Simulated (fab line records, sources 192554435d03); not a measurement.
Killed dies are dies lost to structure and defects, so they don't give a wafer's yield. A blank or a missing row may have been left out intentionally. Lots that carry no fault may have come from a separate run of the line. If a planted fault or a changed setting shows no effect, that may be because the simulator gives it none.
Matching of chambers	flow n5_finfet	4 sister chambers for N5_BEOL_M8_ETCH_65 on rie_diel-03
The step etches SiARC in CF4, target depth 15.6 nm, time 26 s. 14 wafers are shown with their chamber, then 7 later ones without.

WAFERS, EACH WITH ITS CHAMBER
wafer	chamber	showerhead_plenum_p_Torr (Torr)	oes_product_au (a.u.)	throttle_valve_pct (%)
L078.1	1	2.16	0.71	15.55
L078.3	3	2.10	0.77	15.57
L078.6	0	2.20	0.59	15.44
L079.3	3	2.10	0.77	15.57
L079.4	1	2.16	0.71	15.56
L079.6	3	2.10	0.78	15.60
L082.1	1	2.15	0.70	15.57
L082.2	2	2.28	0.81	15.21
L082.3	0	2.20	0.58	15.45
L086.1	3	2.09	0.75	15.62
L086.4	1	2.15	0.70	15.61
L086.5	2	2.28	0.78	15.27
L088.3	3	2.09	0.74	15.63
L088.4	3	2.09	0.73	15.62

SIGNATURES (means of the wafers above)
reading	chamber 0	chamber 1	chamber 2	chamber 3	scatter within a chamber
showerhead_plenum_p_Torr	2.2000	2.1550	2.2800	2.0950	0.005
oes_product_au	0.5850	0.7050	0.7950	0.7567	0.0159
throttle_valve_pct	15.4450	15.5725	15.2400	15.6017	0.0272
Rule: a wafer's distance from a chamber is the root of the sum, over the readings, of the square of ((its reading less the chamber's mean) divided by the reading's scatter). If the next closest chamber is less than 2 further off than the closest, the wafer can't be placed; otherwise it belongs to the closest. The scatter: take each reading less its chamber's mean, square it, sum over the shown wafers, divide by the number of wafers less the number of chambers, and take the root.

WAFERS WITH NO CHAMBER GIVEN
wafer	showerhead_plenum_p_Torr (Torr)	oes_product_au (a.u.)	throttle_valve_pct (%)
L088.6	2.20	0.85	14.99
L092.2	2.09	0.71	15.65
L092.4	2.28	0.76	15.28
L092.6	2.19	0.79	15.03
L095.1	2.27	0.74	15.30
L095.3	2.08	0.70	15.67
L095.5	2.19	0.77	15.05

WHICH CHAMBER EACH WENT THROUGH
wafer	from the rows above	in truth
L088.6	2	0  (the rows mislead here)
L092.2	3	3
L092.4	2	2
L092.6	can't be placed: 2 or 0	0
L095.1	2	2
L095.3	3	3
L095.5	can't be placed: 0 or 2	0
Correct placement for 4 of the 7. Not placeable from these rows: 2 (in 2, the candidates include the true chamber). Placed wrongly: 1.
